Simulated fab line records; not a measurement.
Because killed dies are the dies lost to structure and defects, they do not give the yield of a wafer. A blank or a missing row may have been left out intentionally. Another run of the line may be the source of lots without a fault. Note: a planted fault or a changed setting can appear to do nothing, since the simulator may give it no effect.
Split-lot trial ; flow n5-finfet ; 21 wafers read from 7 lots, route of 1938 steps

THE SPLIT
At N5_SD_EPI_N_PEB_07 (peb time 60 s), the setting peb-time-s was moved away from the recipe's 60 s on 6 of the 21 wafers read, by -17.7% to -15.6%. For the rest of the wafers, this setting stayed at what the recipe calls for.

FROM THE SPLIT TO THE READING: what the file shows between them, 1 step
- N5_SD_EPI_N_DEVELOP_08: develop time 30 s

THE READING
cd-nm at N5_SD_EPI_N_CD_MEAS_09, given in nm (cd target 120 nm). On this fab line, fault-free wafers typically give 120.2 nm with a standard deviation of 0.79 nm.

wafer;tool, chamber at the split;peb-time-s as run, s;against the recipe;cd-nm, nm;against lot-mates on the recipe
L076.4;litho-track-05, 0;60;recipe;120.5;-
L076.5;litho-track-05, 0;60;recipe;119.9;-
L076.6;litho-track-05, 0;60;recipe;119.8;-
L077.1;litho-track-05, 0;60;recipe;118.9;-
L077.2;litho-track-05, 0;49.94;-16.8%;112.4;-6.5
L077.6;litho-track-05, 0;49.94;-16.8%;112.3;-6.6
L084.1;litho-track-03, 0;60;recipe;119.2;-
L084.2;litho-track-03, 0;60;recipe;115.3;-
L084.3;litho-track-03, 0;60;recipe;115.0;-
L085.3;litho-track-05, 0;60;recipe;123.4;-
L085.5;litho-track-05, 0;60;recipe;123.9;-
L085.6;litho-track-05, 0;60;recipe;121.6;-
L090.1;litho-track-02, 0;50.62;-15.6%;113.9;-3.2
L090.2;litho-track-02, 0;60;recipe;117.1;-
L090.4;litho-track-02, 0;50.62;-15.6%;110.2;-6.9
L093.3;litho-track-03, 0;60;recipe;120.5;-
L093.5;litho-track-03, 0;60;recipe;122.2;-
L093.6;litho-track-03, 0;60;recipe;120.4;-
L097.1;litho-track-05, 0;49.4;-17.7%;112.5;-7.5
L097.2;litho-track-05, 0;60;recipe;120.0;-
L097.5;litho-track-05, 0;49.4;-17.7%;113.3;-6.7

FIT RESULTS
A straight line over all 21 wafers: cd-nm changes by +0.441 nm for each +1% of peb-time-s; r = +0.83; the points scatter about the line by 2.3 nm.
The same after taking each lot's own level away (the mean of its wafers on the recipe; 21 wafers): +0.376 nm for each +1%; r = +0.93; scatter 1.2 nm.
On that fit, the largest move of peb-time-s shifts the reading by 6.6 nm.
From 116.50 to 122.97 nm: that is the span of the lots' own levels, equal to 8.2 times the standard deviation above.
In other words, the slope is changed by the lot-to-lot level; the two fits disagree.
Check: -6.43 nm against its lot-mates is what the line predicts for one of the wafers moved furthest among these (-17.7%) when that wafer is left out of the fit. Against them it came out at -7.5 nm.

THE WHOLE CHAIN: every reading that the file lists as answering this split, in the file's order
step;what it does;reading;change (the file's fit);r (the file's)
N5_SD_EPI_N_CD_MEAS_09;target cd 120 nm;cd-nm;+0.376 nm for each +1% of the setting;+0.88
N5_SD_EPI_N_DESCUM_14;chemistry O2, time 7.9 s;SD_EPI_N.cd-nm (the simulator's own value, which no gauge read);+0.37 nm for each +1% of the setting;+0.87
N5_SD_EPI_N_ETCH_34;etches SiARC in CF4, target depth 45.5 nm, time 75.8 s;SD_EPI_N.cd-nm (the simulator's own value, which no gauge read);+0.397 nm for each +1% of the setting, in a fit together with dose-mj@SD_EPI_N_EXPOSE_06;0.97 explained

THE FILE'S OWN FIT
cd-nm changes by +0.376 nm for each +1% of peb-time-s, r = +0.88.
